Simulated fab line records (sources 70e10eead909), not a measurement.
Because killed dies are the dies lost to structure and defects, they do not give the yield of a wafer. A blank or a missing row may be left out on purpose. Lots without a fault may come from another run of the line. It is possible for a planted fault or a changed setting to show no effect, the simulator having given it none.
Which tool is to blame?	flow nand_harc	21 lots with 63 wafers sampled at 6 steps, on a route of 1159 steps

WHAT THE GAUGES READ, wafer by wafer
Not one reading of a measure or inspect step in the record can be checked against a usual standard deviation.

WHAT TOOL EACH LOT RAN ON (gives the tool, then ch and the chambers of the sampled wafers, and finally the start)
lot	NHARC_A_CHANNEL_FILL_D1_CMP_10	NHARC_A_STAIRCASE_ETCH_27	NHARC_A_STAIRCASE_TRIM_200	NHARC_A_STAIRCASE_ETCH_201	NHARC_A_STAIRCASE_TRIM_233	NHARC_A_STAIRCASE_HM_OPEN_460
L076	cmp-02 ch 0,1,3, day 11 01:00	rie_diel-10 ch 0,1,3, no start	rie_diel-11 ch 1,3, no start	rie_diel-11 ch 0,2,3, no start	rie_diel-10 ch 1,2,3, no start	rie_diel-09 ch 0,3, no start
L074	cmp-03 ch 0,1,3, day 11 01:00	rie_diel-10 ch 1,3, no start	rie_diel-11 ch 2,3, no start	rie_diel-11 ch 1,3, no start	rie_diel-10 ch 1,3, no start	rie_diel-09 ch 1,2,3, no start
L075	cmp-01 ch 1,2,3, day 11 01:02	rie_diel-11 ch 0,1,3, no start	rie_diel-11 ch 0,1,2, no start	rie_diel-11 ch 0,1,3, no start	rie_diel-11 ch 0,1,3, no start	rie_diel-10 ch 0,1,3, no start
L078	cmp-01 ch 0,1,3, day 11 07:46	rie_diel-10 ch 0,2,3, no start	rie_diel-10 ch 0,3, no start	rie_diel-10 ch 2,3, no start	rie_diel-10 ch 0,3, no start	rie_diel-11 ch 1,2, no start
L077	cmp-02 ch 2,3, day 11 15:46	rie_diel-11 ch 1,2, no start	rie_diel-11 ch 0,1,3, no start	rie_diel-11 ch 0,1,3, no start	rie_diel-10 ch 0,1,3, no start	rie_diel-11 ch 0,3, no start
L081	cmp-01 ch 0,1,2, day 12 04:25	rie_diel-11 ch 1,2,3, no start	rie_diel-09 ch 0,1,3, no start	rie_diel-09 ch 0,1,2, no start	rie_diel-10 ch 0,1,3, no start	rie_diel-10 ch 0,1,3, no start
L080	cmp-03 ch 1,2,3, day 12 04:25	rie_diel-09 ch 2,3, no start	rie_diel-11 ch 0,2,3, no start	rie_diel-11 ch 2,3, no start	rie_diel-10 ch 0,2,3, no start	rie_diel-09 ch 0,2, no start
L084	cmp-02 ch 1,2,3, day 12 18:21	rie_diel-09 ch 0,1,3, no start	rie_diel-10 ch 0,1,2, no start	rie_diel-10 ch 0,2, no start	rie_diel-11 ch 1,2,3, no start	rie_diel-10 ch 0,2,3, no start
L082	cmp-03 ch 0,1,3, day 12 18:24	rie_diel-10 ch 0,2,3, no start	rie_diel-11 ch 0,3, no start	rie_diel-11 ch 0,2, no start	rie_diel-11 ch 0,1,2, no start	rie_diel-11 ch 2,3, no start
L083	cmp-01 ch 0,2,3, day 12 22:01	rie_diel-11 ch 1,3, no start	rie_diel-11 ch 0,1, no start	rie_diel-11 ch 0,1,3, no start	rie_diel-10 ch 1,2,3, no start	rie_diel-11 ch 0,2,3, no start
L087	cmp-01 ch 1,2,3, day 13 23:24	rie_diel-10 ch 1,2,3, no start	rie_diel-10 ch 0,3, no start	rie_diel-10 ch 2,3, no start	rie_diel-09 ch 1,2,3, no start	rie_diel-11 ch 0,1,2, no start
L086	cmp-03 ch 1,2,3, day 14 02:52	rie_diel-11 ch 1,2,3, no start	rie_diel-10 ch 0,2, no start	rie_diel-10 ch 0,2,3, no start	rie_diel-11 ch 0,1, no start	rie_diel-10 ch 0,1, no start
L088	cmp-01 ch 0,1, day 14 11:47	rie_diel-09 ch 1,2, no start	rie_diel-10 ch 1,3, no start	rie_diel-10 ch 0,3, no start	rie_diel-10 ch 0,3, no start	rie_diel-10 ch 1,2,3, no start
L089	cmp-03 ch 0,1,3, day 14 11:49	rie_diel-10 ch 0,2,3, no start	rie_diel-11 ch 0,3, no start	rie_diel-11 ch 0,2, no start	rie_diel-11 ch 0,3, no start	rie_diel-10 ch 0,1,2, no start
L091	cmp-02 ch 0,1,2, day 14 17:04	rie_diel-09 ch 0,2,3, no start	rie_diel-11 ch 0,1,3, no start	rie_diel-11 ch 1,2,3, no start	rie_diel-10 ch 1,2,3, no start	rie_diel-09 ch 0,1,2, no start
L090	cmp-03 ch 0,2,3, day 14 17:05	rie_diel-11 ch 0,1,2, no start	rie_diel-10 ch 1,2,3, no start	rie_diel-10 ch 0,1, no start	rie_diel-10 ch 2,3, no start	rie_diel-10 ch 0,1,2, no start
L093	cmp-02 ch 0,1, day 15 08:43	rie_diel-09 ch 0,2, no start	rie_diel-11 ch 0,1,2, no start	rie_diel-11 ch 0,3, no start	rie_diel-09 ch 1,2, no start	rie_diel-09 ch 0,2, no start
L094	cmp-01 ch 0,1, day 15 15:01	rie_diel-11 ch 2,3, no start	rie_diel-10 ch 0,2,3, no start	rie_diel-10 ch 1,2,3, no start	rie_diel-09 ch 0,2, no start	rie_diel-10 ch 0,1,3, no start
L095	cmp-02 ch 0,1,2, day 15 15:04	rie_diel-11 ch 0,1, no start	rie_diel-09 ch 0,1,2, no start	rie_diel-09 ch 0,1,2, no start	rie_diel-10 ch 1,2,3, no start	rie_diel-09 ch 0,1,2, no start
L096	cmp-01 ch 0,2,3, day 16 08:29	rie_diel-10 ch 0,2,3, no start	rie_diel-10 ch 0,2,3, no start	rie_diel-10 ch 1,2, no start	rie_diel-10 ch 2,3, no start	rie_diel-11 ch 0,1,2, no start
L097	cmp-01 ch 0,2,3, day 16 14:55	rie_diel-11 ch 1,2,3, no start	rie_diel-09 ch 0,2, no start	rie_diel-09 ch 0,2, no start	rie_diel-11 ch 0,1,2, no start	rie_diel-09 ch 0,1,2, no start
- NHARC_A_CHANNEL_FILL_D1_CMP_10: polishes, target thk 150 nm.
- NHARC_A_STAIRCASE_ETCH_27: etches the open film in C4F8/O2, target depth 100 nm, time 40.5 s.
- NHARC_A_STAIRCASE_TRIM_200: chemistry O2, time 211.2 s.
- NHARC_A_STAIRCASE_ETCH_201: etches the open film in C4F8/O2, target depth 100 nm, time 40.5 s.
- NHARC_A_STAIRCASE_TRIM_233: chemistry O2, time 211.2 s.
- NHARC_A_STAIRCASE_HM_OPEN_460: chemistry O2/COS.

AS READ BY THE TOOLS THEMSELVES (means over the sampled wafers that have a number; for cases with no such wafer, the mark the record gives instead)
NHARC_A_CHANNEL_FILL_D1_CMP_10.
lot	tool	motor_current_A (A)	slurry_filter_dp_kPa (kPa)	time_to_endpoint_s (s)
L076	cmp-02	11.4	13.68	13.7
L074	cmp-03	12.9	13.45	17.0
L075	cmp-01	11.7	13.52	14.6
L078	cmp-01	11.2	13.51	13.3
L077	cmp-02	11.3	13.49	13.8
L081	cmp-01	11.9	13.41	13.8
L080	cmp-03	13.1	13.53	14.7
L084	cmp-02	10.9	13.40	10.2
L082	cmp-03	13.1	13.32	13.4
L083	cmp-01	12.3	13.50	15.3
L087	cmp-01	12.0	13.54	18.8
L086	cmp-03	13.2	13.59	18.6
L088	cmp-01	11.7	13.53	13.0
L089	cmp-03	12.8	13.53	16.7
L091	cmp-02	11.1	13.53	14.1
L090	cmp-03	12.2	13.42	15.4
L093	cmp-02	12.5	13.43	15.4
L094	cmp-01	11.1	13.51	15.5
L095	cmp-02	11.1	13.47	12.6
L096	cmp-01	11.8	13.50	14.7
L097	cmp-01	12.0	13.56	13.7

NHARC_A_STAIRCASE_ETCH_27.
lot	tool	bias_w (W)	oes_product_au (a.u.)	rf_vpp_V (V)
L076	rie_diel-10	999.8	0.960	895
L074	rie_diel-10	1003.0	0.945	892
L075	rie_diel-11	999.8	0.936	899
L078	rie_diel-10	998.1	0.951	893
L077	rie_diel-11	999.2	0.930	895
L081	rie_diel-11	998.4	0.942	899
L080	rie_diel-09	999.0	0.964	891
L084	rie_diel-09	999.3	0.945	895
L082	rie_diel-10	996.9	0.947	892
L083	rie_diel-11	999.1	0.940	893
L087	rie_diel-10	997.9	0.934	893
L086	rie_diel-11	1000.6	0.937	898
L088	rie_diel-09	1000.1	0.951	897
L089	rie_diel-10	998.6	0.945	892
L091	rie_diel-09	1001.6	0.954	892
L090	rie_diel-11	1000.2	0.936	900
L093	rie_diel-09	1000.6	0.944	895
L094	rie_diel-11	1002.1	0.930	901
L095	rie_diel-11	999.4	0.930	894
L096	rie_diel-10	999.5	0.960	898
L097	rie_diel-11	1001.0	0.926	897

NHARC_A_STAIRCASE_TRIM_200.
lot	tool	drypump_motor_current_A (A)	o2_flow_sccm (sccm)	oes_product_au (a.u.)	rf_vpp_V (V)	showerhead_plenum_p_Torr (Torr)	throttle_valve_pct (%)
L076	rie_diel-11	5.6	498.7	0.998	57.8	3.54	17.030
L074	rie_diel-11	5.8	499.2	1.006	58.5	3.74	17.032
L075	rie_diel-11	6.1	497.9	1.000	57.3	3.65	17.036
L078	rie_diel-10	5.6	499.7	0.992	57.5	3.46	17.034
L077	rie_diel-11	6.0	498.7	0.989	57.8	3.59	17.038
L081	rie_diel-09	5.3	500.1	0.996	57.5	3.49	17.029
L080	rie_diel-11	6.0	501.1	0.983	58.0	3.74	17.046
L084	rie_diel-10	5.2	500.6	1.005	58.0	3.54	17.037
L082	rie_diel-11	5.9	498.5	0.995	58.2	3.68	17.029
L083	rie_diel-11	6.3	500.1	0.998	58.1	3.64	17.037
L087	rie_diel-10	5.9	500.0	1.001	57.4	3.38	17.037
L086	rie_diel-10	5.3	500.8	1.001	57.5	3.48	17.035
L088	rie_diel-10	5.8	501.4	1.000	57.9	3.40	17.043
L089	rie_diel-11	6.2	501.1	0.980	58.5	3.72	17.032
L091	rie_diel-11	6.0	499.5	0.990	57.7	3.58	17.032
L090	rie_diel-10	5.5	500.4	0.999	57.2	3.45	17.037
L093	rie_diel-11	6.1	499.0	0.989	57.8	3.63	17.038
L094	rie_diel-10	5.6	500.1	1.008	58.0	3.59	17.034
L095	rie_diel-09	5.3	499.6	1.002	57.3	3.53	17.040
L096	rie_diel-10	5.6	501.3	1.009	57.7	3.59	17.040
L097	rie_diel-09	5.5	499.7	0.991	57.5	3.46	17.026

NHARC_A_STAIRCASE_ETCH_201.
lot	tool	bias_w (W)	oes_product_au (a.u.)	rf_vpp_V (V)
L076	rie_diel-11	1000	0.923	903
L074	rie_diel-11	998	0.948	897
L075	rie_diel-11	1000	0.939	898
L078	rie_diel-10	999	0.952	889
L077	rie_diel-11	1005	0.940	898
L081	rie_diel-09	999	0.943	898
L080	rie_diel-11	1000	0.923	904
L084	rie_diel-10	1002	0.939	895
L082	rie_diel-11	999	0.933	905
L083	rie_diel-11	999	0.928	898
L087	rie_diel-10	1000	0.939	889
L086	rie_diel-10	999	0.951	892
L088	rie_diel-10	1001	0.945	890
L089	rie_diel-11	998	0.926	905
L091	rie_diel-11	999	0.942	898
L090	rie_diel-10	1001	0.947	898
L093	rie_diel-11	1003	0.936	901
L094	rie_diel-10	1001	0.946	899
L095	rie_diel-09	999	0.929	896
L096	rie_diel-10	999	0.972	897
L097	rie_diel-09	1000	0.917	895

NHARC_A_STAIRCASE_TRIM_233.
lot	tool	drypump_motor_current_A (A)	o2_flow_sccm (sccm)	oes_product_au (a.u.)	rf_vpp_V (V)	showerhead_plenum_p_Torr (Torr)	throttle_valve_pct (%)
L076	rie_diel-10	5.5	501.1	0.996	57.7	3.47	17.030
L074	rie_diel-10	5.5	498.6	0.998	57.4	3.52	17.044
L075	rie_diel-11	5.9	499.2	0.990	59.0	3.59	17.039
L078	rie_diel-10	5.9	499.7	0.997	57.1	3.38	17.037
L077	rie_diel-10	5.6	499.6	1.003	56.8	3.49	17.030
L081	rie_diel-10	5.6	499.5	1.004	57.1	3.49	17.038
L080	rie_diel-10	5.6	499.4	1.007	57.4	3.43	17.038
L084	rie_diel-11	5.8	499.2	0.996	58.0	3.59	17.028
L082	rie_diel-11	6.1	500.9	0.997	58.8	3.64	17.038
L083	rie_diel-10	5.5	500.3	0.995	57.6	3.46	17.042
L087	rie_diel-09	5.3	499.2	1.009	58.2	3.50	17.038
L086	rie_diel-11	6.3	500.0	0.987	57.8	3.63	17.031
L088	rie_diel-10	5.9	500.2	0.989	57.1	3.37	17.038
L089	rie_diel-11	5.8	499.4	0.995	58.4	3.67	17.038
L091	rie_diel-10	5.5	501.1	0.999	57.9	3.45	17.042
L090	rie_diel-10	5.9	500.5	0.999	58.3	3.34	17.041
L093	rie_diel-09	5.3	498.3	1.004	57.5	3.56	17.037
L094	rie_diel-09	5.5	500.7	0.995	57.9	3.46	17.041
L095	rie_diel-10	5.5	498.0	1.006	58.3	3.62	17.045
L096	rie_diel-10	5.6	500.1	1.011	57.9	3.56	17.036
L097	rie_diel-11	6.1	501.5	0.999	57.8	3.62	17.040

NHARC_A_STAIRCASE_HM_OPEN_460.
lot	tool	bias_w (W)	drypump_motor_current_A (A)	o2_flow_sccm (sccm)	oes_product_au (a.u.)	rf_vpp_V (V)	showerhead_plenum_p_Torr (Torr)	throttle_valve_pct (%)
L076	rie_diel-09	300.0	5.6	400.0	1.001	466	3.02	28.321
L074	rie_diel-09	299.5	5.3	399.9	1.013	467	3.11	28.324
L075	rie_diel-10	300.1	5.5	400.0	0.994	467	3.09	28.329
L078	rie_diel-11	299.9	5.9	401.0	0.989	469	3.23	28.335
L077	rie_diel-11	299.8	5.8	400.5	0.998	469	3.26	28.328
L081	rie_diel-10	298.9	5.6	399.7	0.997	466	3.09	28.327
L080	rie_diel-09	299.8	5.5	400.2	1.014	466	3.08	28.334
L084	rie_diel-10	299.3	5.6	399.8	0.996	466	3.04	28.333
L082	rie_diel-11	299.4	5.8	399.9	0.990	470	3.31	28.334
L083	rie_diel-11	298.6	6.0	400.2	0.993	471	3.30	28.328
L087	rie_diel-11	299.9	6.1	401.5	0.986	469	3.22	28.329
L086	rie_diel-10	300.7	5.3	399.2	0.991	468	3.15	28.329
L088	rie_diel-10	299.6	5.5	400.5	0.993	467	3.05	28.332
L089	rie_diel-10	300.6	5.2	400.5	1.003	467	3.12	28.337
L091	rie_diel-09	300.2	5.3	400.6	1.002	468	3.13	28.330
L090	rie_diel-10	299.6	5.2	398.4	0.993	467	3.12	28.335
L093	rie_diel-09	300.4	5.5	398.4	1.005	466	3.07	28.331
L094	rie_diel-10	299.5	5.5	400.3	1.012	470	3.23	28.324
L095	rie_diel-09	299.4	5.2	400.5	1.001	467	3.13	28.334
L096	rie_diel-11	299.1	6.1	400.3	0.994	469	3.21	28.333
L097	rie_diel-09	300.3	5.2	400.5	1.010	466	3.12	28.325

THE ANSWER, worked out from the rows above alone
Rule: the usual values come from the lots themselves. The widest of any qualifying gaps counts: lots, ordered by their means at a reading, are off when they make up no more than a third of the lots, leave a main group of 4 or more, and stand apart from it by 3 or more times the standard deviation of that group's means. If all means in a main group match to the digits the tables above print for the reading, that group is not used. Also off: a lot with no number at a reading for which 4 or more lots have one. Any other lot the step has rows for is counted as sound. After the gauges, taken in route order, come the tools' own readings; for these a lot's mean is taken, as printed above. The first step at which some lot is off is used, and at that step the reading that is off furthest; a lot without a number counts as furthest.
None of the lots is off at any reading shown; this tells nothing.

WHAT THE SIMULATOR HAD PUT IN
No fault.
